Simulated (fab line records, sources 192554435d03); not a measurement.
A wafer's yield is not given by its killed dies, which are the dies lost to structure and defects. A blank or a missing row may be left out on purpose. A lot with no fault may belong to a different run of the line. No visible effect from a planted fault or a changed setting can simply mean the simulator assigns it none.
Lot-split experiment | flow n5_finfet | 21 wafers read across 7 lots, on a route 1938 steps long

THE SPLIT
At N5_FIN_SAQP_PECVD_06 (deposits a-Si from SiH4/He, target thk 60 nm, time 48.1 s), the setting time_s was moved away from the recipe's 48.1 s on 8 of the 21 wafers read, by -13.4% to +13.4%. The other wafers ran this setting at the recipe's value.

FROM THE SPLIT TO THE READING: what the file shows between them, 5 steps
- N5_FIN_SAQP_THK_MEAS_07
- N5_FIN_SAQP_HM_DEP_72: deposits SiO2 from SiH4/N2O, target thk 12 nm, time 7.2 s
- N5_FIN_SAQP_COAT_49: time 60 s, resist thk 100 nm
- N5_FIN_SAQP_HM_OPEN_73: chemistry CHF3/O2, target SiO2, stops on a-Si, target depth 12 nm, time 16.8 s
- N5_FIN_SAQP_STRIP_74: strips in CHF3/O2

THE READING
oes_product_au, in a.u., at N5_FIN_SAQP_MANDREL_ETCH_22 (etches a-Si in HBr/Cl2, stops on SiNx, target depth 60 nm, bt time 10 s, time 30 s). Typical for fault-free wafers on this fab line: 0.763 a.u., with standard deviation 0.011 a.u.

wafer  | tool, chamber at the split | time_s as run, s | against the recipe | oes_product_au, a.u. | against lot-mates on the recipe
L080.4 | pecvd-02, 1                | 48.1             | recipe             | 0.769                | -
L080.5 | pecvd-02, 0                | 48.1             | recipe             | 0.763                | -
L080.6 | pecvd-02, 2                | 48.1             | recipe             | 0.775                | -
L082.1 | pecvd-02, 0                | 48.1             | recipe             | 0.773                | -
L082.3 | pecvd-02, 2                | 54.54            | +13.4%             | 0.811                | +0.039
L082.4 | pecvd-02, 1                | 48.1             | recipe             | 0.772                | -
L083.1 | pecvd-02, 1                | 48.1             | recipe             | 0.762                | -
L083.3 | pecvd-02, 2                | 48.1             | recipe             | 0.762                | -
L083.4 | pecvd-02, 2                | 44.18            | -8.1%              | 0.733                | -0.029
L085.1 | pecvd-02, 2                | 48.1             | recipe             | 0.748                | -
L085.2 | pecvd-02, 1                | 48.1             | recipe             | 0.759                | -
L085.3 | pecvd-02, 0                | 48.1             | recipe             | 0.777                | -
L087.3 | pecvd-02, 0                | 48.1             | recipe             | 0.765                | -
L087.4 | pecvd-02, 2                | 41.67            | -13.4%             | 0.693                | -0.072
L087.6 | pecvd-02, 0                | 41.67            | -13.4%             | 0.721                | -0.044
L092.1 | pecvd-02, 2                | 43.86            | -8.8%              | 0.735                | -0.039
L092.4 | pecvd-02, 0                | 48.1             | recipe             | 0.774                | -
L092.5 | pecvd-02, 2                | 43.86            | -8.8%              | 0.738                | -0.036
L093.1 | pecvd-04, 0                | 45.54            | -5.3%              | 0.736                | -0.043
L093.4 | pecvd-04, 1                | 45.54            | -5.3%              | 0.760                | -0.019
L093.6 | pecvd-04, 0                | 48.1             | recipe             | 0.779                | -

THE FIT
A straight line over all 21 wafers: oes_product_au changes by +0.00392 a.u. for each +1% of time_s; r = +0.92; the points scatter about the line by 0.0098 a.u.
The same after taking each lot's own level away (the mean of its wafers on the recipe; 21 wafers): +0.0039 a.u. for each +1%; r = +0.93; scatter 0.0091 a.u.
According to that fit, moving time_s by its largest amount changes the reading by 0.052 a.u.
Across the lots, their own levels run from 0.7613 to 0.7790 a.u., a range of 1.6 times the standard deviation given above.
The two slopes are in agreement: the lot-to-lot level therefore moves the slope only a little.
Check: for one of the wafers moved furthest among these (+13.4%), held out of the fit, the line's prediction against its lot-mates is +0.0575 a.u. Against them it came out at +0.0385 a.u.

ADDITIONAL SPLITS CARRIED BY THESE WAFERS
Before the reading, these wafers also passed through other splits. Each is held against what the fit with the lots' levels taken away leaves over:
other split on the same wafers          | wafers away from the commonest value | r with oes_product_au (lot level and that fit taken away)
N5_ZERO_LAYER_EXPOSE_08 dose_mj         | 8                                    | -0.06
N5_ZERO_LAYER_DEVELOP_10 develop_time_s | 4                                    | +0.10
N5_FIN_SAQP_ALD_61 ald_cycles           | 7                                    | +0.40

THE WHOLE CHAIN: every reading that the file lists as answering this split, in the file's order
step                        | what it does                                                                       | reading                                                                           | change (the file's fit)                   | r (the file's)
N5_FIN_SAQP_PECVD_06        | deposits a-Si from SiH4/He, target thk 60 nm, time 48.1 s                          | a-Si_of_FIN_SAQP_PECVD_06.thk_nm (the simulator's own value, which no gauge read) | +0.595 nm for each +1% of the setting     | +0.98
N5_FIN_SAQP_THK_MEAS_07     |                                                                                    | thk_nm                                                                            | withheld for each +1% of the setting      | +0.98
N5_FIN_SAQP_MANDREL_ETCH_22 | etches a-Si in HBr/Cl2, stops on SiNx, target depth 60 nm, bt time 10 s, time 30 s | oes_product_au                                                                    | +0.00383 a.u. for each +1% of the setting | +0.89
N5_FIN_SAQP_MANDREL_ETCH_22 | etches a-Si in HBr/Cl2, stops on SiNx, target depth 60 nm, bt time 10 s, time 30 s | etch.depth_nm (the simulator's own value, which no gauge read)                    | +0.594 nm for each +1% of the setting     | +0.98

THE FILE'S OWN FIT
oes_product_au changes by +0.00383 a.u. for each +1% of time_s, r = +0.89.
